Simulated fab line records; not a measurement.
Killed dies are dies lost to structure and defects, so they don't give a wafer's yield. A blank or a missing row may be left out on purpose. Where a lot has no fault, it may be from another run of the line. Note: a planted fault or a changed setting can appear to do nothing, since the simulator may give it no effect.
Split-lot study + flow n5_finfet + 21 wafers read across 7 lots, on a route 1938 steps long

== ABOUT THE SPLIT ==
At N5_BEOL_M5_COAT_74 (time 60 s, resist thk 5 nm), the setting spin_rpm was moved away from the recipe's 1500 rpm on 5 of the 21 wafers read, by -3.9% to +6.7%. The other wafers ran this setting at the recipe's value.

== FROM THE SPLIT TO THE READING: what the file shows between them, 4 steps ==
- N5_BEOL_M5_COAT_22: resist thk 30 nm (also split here: spin_rpm)
- N5_BEOL_M5_EBR_24
- N5_BEOL_M5_SOFTBAKE_23: time 60 s
- N5_BEOL_M5_DESCUM_33: chemistry O2, time 7 s

== THE READING ==
etch.depth_nm (the simulator's own value, which no gauge read), in nm, at N5_BEOL_M5_ETCH_75 (etches underlayer in N2/H2, target depth 6.5 nm, time 5.2 s). The file does not state a usual value for it. Across the 16 wafers here that went through the recipe, the average is 4.989 nm and the standard deviation 0.018 nm.

| wafer  | tool, chamber at the split | spin_rpm as run, rpm | against the recipe | etch.depth_nm, nm | against lot-mates on the recipe |
|--------|----------------------------|----------------------|--------------------|-------------------|---------------------------------|
| L074.1 | litho_track-05, 0          | 1500                 | recipe             | 4.991             | -                               |
| L074.2 | litho_track-05, 0          | 1600                 | +6.7%              | 4.84              | -0.155                          |
| L074.6 | litho_track-05, 0          | 1500                 | recipe             | 5                 | -                               |
| L076.1 | litho_track-05, 0          | 1500                 | recipe             | 4.976             | -                               |
| L076.2 | litho_track-05, 0          | 1500                 | recipe             | 4.982             | -                               |
| L076.3 | litho_track-05, 0          | 1500                 | recipe             | 4.972             | -                               |
| L082.1 | litho_track-05, 0          | 1500                 | recipe             | 4.969             | -                               |
| L082.4 | litho_track-05, 0          | 1500                 | recipe             | 4.958             | -                               |
| L082.6 | litho_track-05, 0          | 1500                 | recipe             | 4.971             | -                               |
| L087.4 | litho_track-05, 0          | 1500                 | recipe             | 4.988             | -                               |
| L087.5 | litho_track-05, 0          | 1593                 | +6.2%              | 4.847             | -0.141                          |
| L087.6 | litho_track-05, 0          | 1593                 | +6.2%              | 4.827             | -0.161                          |
| L089.1 | litho_track-03, 0          | 1500                 | recipe             | 5.002             | -                               |
| L089.2 | litho_track-03, 0          | 1500                 | recipe             | 5.016             | -                               |
| L089.4 | litho_track-03, 0          | 1500                 | recipe             | 5.009             | -                               |
| L094.1 | litho_track-04, 0          | 1442                 | -3.9%              | 5.115             | +0.091                          |
| L094.3 | litho_track-04, 0          | 1442                 | -3.9%              | 5.122             | +0.098                          |
| L094.5 | litho_track-04, 0          | 1500                 | recipe             | 5.024             | -                               |
| L095.2 | litho_track-05, 0          | 1500                 | recipe             | 4.98              | -                               |
| L095.4 | litho_track-05, 0          | 1500                 | recipe             | 4.998             | -                               |
| L095.6 | litho_track-05, 0          | 1500                 | recipe             | 4.994             | -                               |

THE FIT
A straight line over all 21 wafers: etch.depth_nm changes by -0.026 nm for each +1% of spin_rpm; r = -0.97; the points scatter about the line by 0.019 nm.
The same after taking each lot's own level away (the mean of its wafers on the recipe; 21 wafers): -0.0241 nm for each +1%; r = -1.00; scatter 0.0062 nm.
That fit puts the effect of the largest move of spin_rpm on the reading at 0.16 nm.
The span of the lots' own levels, 4.9660 to 5.0240 nm, comes to 3.3 times the standard deviation stated above.
Consequently the slope shifts little with the lot-to-lot level, the two slopes agreeing.
Check: -0.162 nm against its lot-mates is what the line predicts for one of the wafers moved furthest among these (+6.7%) when that wafer is left out of the fit. It came out at -0.155 nm against them.

== THESE WAFERS: OTHER SPLITS ==
Note: prior to the reading, these wafers also went through further splits. Each is held against what the fit with the lots' levels taken away leaves over:
| other split on the same wafers       | wafers away from the commonest value | r with etch.depth_nm (lot level and that fit taken away) |
|--------------------------------------|--------------------------------------|----------------------------------------------------------|
| N5_BEOL_M0_SAQP_EXPOSE_37 dose_mj    | 8                                    | +0.22                                                    |
| N5_BEOL_M0_SAQP_CUT_ETCH_46 source_w | 9                                    | +0.00                                                    |
| N5_BEOL_M2_COAT_22 spin_rpm          | 6                                    | +0.14                                                    |
| N5_BEOL_M2_ETCH_69 bias_w            | 9                                    | +0.21                                                    |
| N5_BEOL_M3_VIA_ETCH_34 bias_w        | 7                                    | +0.03                                                    |
| N5_BEOL_M5_COAT_22 spin_rpm          | 4                                    | +0.00                                                    |

== THE WHOLE CHAIN: every reading that the file lists as answering this split, in the file's order ==
| step               | what it does                                                | reading                                                                            | change (the file's fit)                                                                 | r (the file's) |
|--------------------|-------------------------------------------------------------|------------------------------------------------------------------------------------|-----------------------------------------------------------------------------------------|----------------|
| N5_BEOL_M5_ETCH_75 | etches underlayer in N2/H2, target depth 6.5 nm, time 5.2 s | etch.depth_nm (the simulator's own value, which no gauge read)                     | -0.0239 nm for each +1% of the setting                                                  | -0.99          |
| N5_BEOL_M5_ETCH_75 | etches underlayer in N2/H2, target depth 6.5 nm, time 5.2 s | CAR-EUV_of_BEOL_M5_COAT_22.thk_nm (the simulator's own value, which no gauge read) | +0.0659 nm for each +1% of the setting, in a fit together with spin_rpm@BEOL_M5_COAT_22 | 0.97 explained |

== FILE'S OWN FIT ==
etch.depth_nm changes by -0.0239 nm for each +1% of spin_rpm, r = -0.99.
